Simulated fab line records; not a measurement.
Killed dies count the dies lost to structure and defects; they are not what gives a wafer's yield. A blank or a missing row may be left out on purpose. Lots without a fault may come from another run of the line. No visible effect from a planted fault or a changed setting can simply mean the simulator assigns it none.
Which of the tools did it? + flow n5_finfet + 10 lots with 27 wafers sampled at 7 steps, on a route of 1938 steps

## WHAT EACH GAUGE READ, for each wafer
N5_BEOL_M12_CD_MEAS_10: target cd 140 nm.
| lot  | measured     | on        | cd_nm (nm)        |
|------|--------------|-----------|-------------------|
| L104 | day 11 17:25 | cd_sem-02 | 139.1 141.4 139.9 |
| L105 | day 11 17:39 | cd_sem-03 | 143.4 141.1 139.2 |
| L108 | day 13 17:59 | cd_sem-02 | 140.7 143.3 140.6 |
| L110 | day 14 17:14 | cd_sem-03 | 138.5 142.0 139.5 |
| L115 | day 16 06:40 | cd_sem-02 | 142.8 139.1       |
| L117 | day 16 09:11 | cd_sem-01 | 139.5 140.4       |
| L106 | day 16 18:22 | cd_sem-01 | 140.9 141.8 140.2 |
| L120 | day 17 03:09 | cd_sem-02 | 141.0 138.8       |
| L125 | day 18 03:51 | cd_sem-01 | 139.3 139.8 140.9 |
| L126 | day 18 05:46 | cd_sem-02 | 139.5 140.7 142.1 |

N5_BEOL_M12_OCD_MEAS_35.
| lot  | measured     | on     | trench_depth_nm (nm) |
|------|--------------|--------|----------------------|
| L104 | day 11 18:56 | ocd-02 | 316 307 309          |
| L105 | day 11 19:29 | ocd-01 | 325 319 325          |
| L108 | day 13 19:37 | ocd-01 | 313 314 313          |
| L110 | day 14 19:27 | ocd-02 | 324 313 318          |
| L115 | day 16 08:11 | ocd-01 | 313 295              |
| L117 | day 16 10:59 | ocd-01 | 320 296              |
| L106 | day 16 20:14 | ocd-02 | 325 316 326          |
| L120 | day 17 04:49 | ocd-02 | 292 292              |
| L125 | day 18 05:38 | ocd-02 | 325 328 310          |
| L126 | day 18 07:47 | ocd-01 | 317 311 317          |

N5_BEOL_M12_THK_MEAS_50: measures by xrf.
| lot  | measured     | on            | M12_THK (nm) |
|------|--------------|---------------|--------------|
| L104 | day 11 20:32 | film_metro-01 | 324 310 314  |
| L105 | day 11 23:14 | film_metro-01 | 332 324 331  |
| L108 | day 13 23:50 | film_metro-02 | 322 323 322  |
| L110 | day 14 22:21 | film_metro-01 | 332 318 321  |
| L115 | day 16 10:52 | film_metro-01 | 319 301      |
| L117 | day 16 16:39 | film_metro-01 | 323 298      |
| L106 | day 16 23:08 | film_metro-02 | 336 328 335  |
| L120 | day 17 06:50 | film_metro-01 | 296 297      |
| L125 | day 18 07:34 | film_metro-02 | 335 340 321  |
| L126 | day 18 15:09 | film_metro-02 | 328 320 329  |

N5_BEOL_M12_RS_MEAS_54: measurement is done with a four-point probe.
| lot  | measured     | on            | M12_RS (ohm/sq)      |
|------|--------------|---------------|----------------------|
| L104 | day 11 20:40 | film_metro-02 | 0.0603 0.0629 0.0623 |
| L105 | day 11 23:22 | film_metro-01 | 0.0589 0.0599 0.0590 |
| L108 | day 13 23:58 | film_metro-02 | 0.0617 0.0616 0.0616 |
| L110 | day 14 22:29 | film_metro-01 | 0.0590 0.0609 0.0605 |
| L115 | day 16 11:00 | film_metro-01 | 0.0610 0.0647        |
| L117 | day 16 16:46 | film_metro-01 | 0.0594 0.0647        |
| L106 | day 16 23:16 | film_metro-02 | 0.0590 0.0605 0.0587 |
| L120 | day 17 06:59 | film_metro-02 | 0.0657 0.0657        |
| L125 | day 18 07:41 | film_metro-01 | 0.0588 0.0578 0.0619 |
| L126 | day 18 15:17 | film_metro-02 | 0.0602 0.0616 0.0602 |

## WHAT TOOL EACH LOT RAN ON (gives the tool, then ch and the chambers of the sampled wafers, and finally the start)
| lot  | N5_BEOL_M12_DESCUM_15              | N5_BEOL_M12_TRENCH_ETCH_34         | N5_BEOL_M12_DEGAS_41         |
|------|------------------------------------|------------------------------------|------------------------------|
| L104 | rie_diel-05 ch 2,3, day 11 17:30   | rie_diel-01 ch 0,3, day 11 18:46   | pvd_sputter-02, day 11 19:27 |
| L105 | rie_diel-03 ch 1,3, day 11 17:44   | rie_diel-03 ch 2,3, day 11 19:19   | pvd_sputter-02, day 11 22:09 |
| L108 | rie_diel-03 ch 0,1,3, day 13 18:04 | rie_diel-03 ch 0,3, day 13 19:28   | pvd_sputter-03, day 13 22:26 |
| L110 | rie_diel-01 ch 0,2, day 14 17:22   | rie_diel-01 ch 0,1,3, day 14 19:18 | pvd_sputter-02, day 14 21:16 |
| L115 | rie_diel-01 ch 1,2, day 16 06:46   | rie_diel-03 ch 0,1, day 16 08:02   | pvd_sputter-02, day 16 09:43 |
| L117 | rie_diel-05 ch 2,3, day 16 09:23   | rie_diel-03 ch 2,3, day 16 10:50   | pvd_sputter-02, day 16 15:34 |
| L106 | rie_diel-01 ch 1,2,3, day 16 18:48 | rie_diel-01 ch 0,1, day 16 20:04   | pvd_sputter-01, day 16 21:43 |
| L120 | rie_diel-05 ch 3, day 17 03:14     | rie_diel-03 ch 0,3, day 17 04:40   | pvd_sputter-01, day 17 05:25 |
| L125 | rie_diel-01 ch 0,1, day 18 03:56   | rie_diel-01 ch 1,2,3, day 18 05:29 | pvd_sputter-03, day 18 06:27 |
| L126 | rie_diel-05 ch 0,3, day 18 05:53   | rie_diel-05 ch 0,3, day 18 07:38   | pvd_sputter-03, day 18 13:50 |
- N5_BEOL_M12_DESCUM_15: chemistry O2, time 7.9 s.
- N5_BEOL_M12_TRENCH_ETCH_34: etches SiOC in C4F8/O2/Ar, target depth 318.95 nm, time 125.5 s.
- N5_BEOL_M12_DEGAS_41: time 60 s.

## AS READ BY THE TOOLS THEMSELVES (means over the sampled wafers that have a number; for cases with no such wafer, the mark the record gives instead)
N5_BEOL_M12_DESCUM_15.
| lot  | tool        | bias_power_w (W) | drypump_motor_current_A (A) | oes_product_au (a.u.) | rf_vpp_V (V) | showerhead_plenum_p_Torr (Torr) | throttle_valve_pct (%) |
|------|-------------|------------------|-----------------------------|-----------------------|--------------|---------------------------------|------------------------|
| L104 | rie_diel-05 | 19.97            | 5.6                         | 0.78                  | 244.1        | 2.13                            | 20.44                  |
| L105 | rie_diel-03 | 20.02            | 6.2                         | 0.87                  | 243.9        | 2.13                            | 20.35                  |
| L108 | rie_diel-03 | 19.97            | 6.0                         | 0.84                  | 242.4        | 2.09                            | 20.43                  |
| L110 | rie_diel-01 | 20.00            | 5.7                         | 0.69                  | 244.0        | 2.08                            | 20.56                  |
| L115 | rie_diel-01 | 19.96            | 5.9                         | 0.86                  | 243.4        | 2.08                            | 20.22                  |
| L117 | rie_diel-05 | 19.97            | 5.5                         | 0.76                  | 242.8        | 2.10                            | 20.40                  |
| L106 | rie_diel-01 | 19.99            | 5.6                         | 0.81                  | 242.2        | 2.02                            | 20.26                  |
| L120 | rie_diel-05 | 20.04            | 5.5                         | 0.82                  | 241.9        | 2.03                            | 20.12                  |
| L125 | rie_diel-01 | 19.97            | 6.3                         | 0.73                  | 241.8        | 1.99                            | 20.53                  |
| L126 | rie_diel-05 | 20.02            | 5.5                         | 0.79                  | 242.6        | 2.05                            | 20.19                  |

N5_BEOL_M12_TRENCH_ETCH_34.
| lot  | tool        | drypump_motor_current_A (A) | oes_product_au (a.u.) | rf_vpp_V (V) | showerhead_plenum_p_Torr (Torr) | throttle_valve_pct (%) |
|------|-------------|-----------------------------|-----------------------|--------------|---------------------------------|------------------------|
| L104 | rie_diel-01 | 5.5                         | 0.73                  | 659          | 3.17                            | 24.03                  |
| L105 | rie_diel-03 | 6.3                         | 0.86                  | 667          | 3.48                            | 24.46                  |
| L108 | rie_diel-03 | 5.9                         | 0.83                  | 664          | 3.37                            | 24.37                  |
| L110 | rie_diel-01 | 5.9                         | 0.74                  | 660          | 3.23                            | 24.04                  |
| L115 | rie_diel-03 | 6.2                         | 0.79                  | 664          | 3.38                            | 24.19                  |
| L117 | rie_diel-03 | 6.2                         | 0.83                  | 666          | 3.48                            | 24.49                  |
| L106 | rie_diel-01 | 6.4                         | 0.75                  | 661          | 3.29                            | 24.05                  |
| L120 | rie_diel-03 | 5.8                         | 0.81                  | 664          | 3.40                            | 24.41                  |
| L125 | rie_diel-01 | 5.7                         | 0.79                  | 661          | 3.29                            | 24.00                  |
| L126 | rie_diel-05 | 5.4                         | 0.78                  | 665          | 3.42                            | 24.23                  |

N5_BEOL_M12_DEGAS_41.
| lot  | tool           | heater_power_w (W) |
|------|----------------|--------------------|
| L104 | pvd_sputter-02 | 310                |
| L105 | pvd_sputter-02 | 314                |
| L108 | pvd_sputter-03 | 336                |
| L110 | pvd_sputter-02 | 324                |
| L115 | pvd_sputter-02 | 320                |
| L117 | pvd_sputter-02 | 304                |
| L106 | pvd_sputter-01 | 361                |
| L120 | pvd_sputter-01 | 358                |
| L125 | pvd_sputter-03 | 333                |
| L126 | pvd_sputter-03 | 314                |

## THE ANSWER, worked out from the rows above alone
Rule: the lots themselves supply what counts as usual. Put in order of their means at a reading, lots are off if they are a third of the lots or fewer, leave a main group of 4 or more, and stand apart from it by a gap of 3 or more times the standard deviation of the main group's means; of several such gaps the widest counts. Not used: any main group whose means are identical at the precision the tables above print for the reading. Also off: a lot with no number at a reading for which 4 or more lots have one. Where the step has rows for the other lots, those lots are counted as sound. First the gauges in route order, then the tools' own readings, where a lot's mean is used as printed above. At the first step where some lot is off, the reading lying furthest off is the one used; lots without a number count as furthest.
Nothing can be told from this: no lot is off at any reading shown.

## WHAT THE SIMULATOR HAD INSERTED
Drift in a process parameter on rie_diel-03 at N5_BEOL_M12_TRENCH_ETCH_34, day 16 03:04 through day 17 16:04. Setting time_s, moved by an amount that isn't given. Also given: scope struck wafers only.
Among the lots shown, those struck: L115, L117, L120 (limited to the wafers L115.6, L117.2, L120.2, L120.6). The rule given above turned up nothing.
